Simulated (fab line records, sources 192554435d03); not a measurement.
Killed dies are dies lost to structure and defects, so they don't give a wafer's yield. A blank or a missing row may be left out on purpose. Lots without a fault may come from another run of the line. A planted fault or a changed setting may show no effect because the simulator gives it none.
Chamber matching | flow n5_finfet | N5_DUMMY_GATE_TRIM_49 on rie_si-05: 4 sister chambers
The step chemistry O2, time 29 s, target cd 14 nm. 8 wafers are shown with their chamber, then 10 later ones without.

WAFERS WITH THEIR CHAMBER
wafer  | chamber | drypump_motor_current_A (A) | throttle_valve_pct (%)
L080.3 | 3       | 6.1                         | 7.99
L082.1 | 1       | 5.7                         | 7.91
L082.4 | 0       | 6.0                         | 8.16
L084.1 | 0       | 6.0                         | 8.16
L087.4 | 1       | 5.8                         | 7.90
L087.6 | 2       | 4.9                         | 8.03
L090.1 | 3       | 6.1                         | 7.98
L090.2 | 2       | 4.9                         | 8.02

WAFERS WITHOUT THEIR CHAMBER
wafer  | drypump_motor_current_A (A) | throttle_valve_pct (%)
L090.3 | 5.7                         | 7.91
L093.3 | 5.7                         | 7.91
L093.4 | 5.7                         | 7.89
L093.6 | 6.1                         | 8.02
L094.1 | 4.8                         | 8.03
L094.4 | 4.9                         | 7.99
L094.6 | 5.8                         | 7.90
L095.2 | 6.0                         | 7.92
L095.3 | 5.7                         | 7.91
L095.6 | 6.0                         | 7.94

WHICH CHAMBER EACH WENT THROUGH
wafer  | from the rows above     | in truth
L090.3 | 1                       | 1
L093.3 | 1                       | 1
L093.4 | 1                       | 1
L093.6 | 3                       | 3
L094.1 | 2                       | 2
L094.4 | 2                       | 2
L094.6 | 1                       | 1
L095.2 | 1                       | 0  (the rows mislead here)
L095.3 | 1                       | 1
L095.6 | can't be placed: 3 or 1 | 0
Placed correctly: 8 of 10. Can't be placed from these rows: 1 (the true chamber is among the candidates in 0). Placed wrongly: 1.
How it was worked out, from the rows above alone: a wafer's distance from a chamber is the root of the sum, over the readings, of the square of ((its reading less the chamber's mean) divided by the reading's scatter). The wafer belongs to the nearest chamber; if the next one is less than 2 further off, it can't be placed. A chamber's mean is the mean of its shown wafers. The scatter: the root of (the sum of the squares of (reading less its chamber's mean) over the shown wafers, divided by (wafers less chambers)).
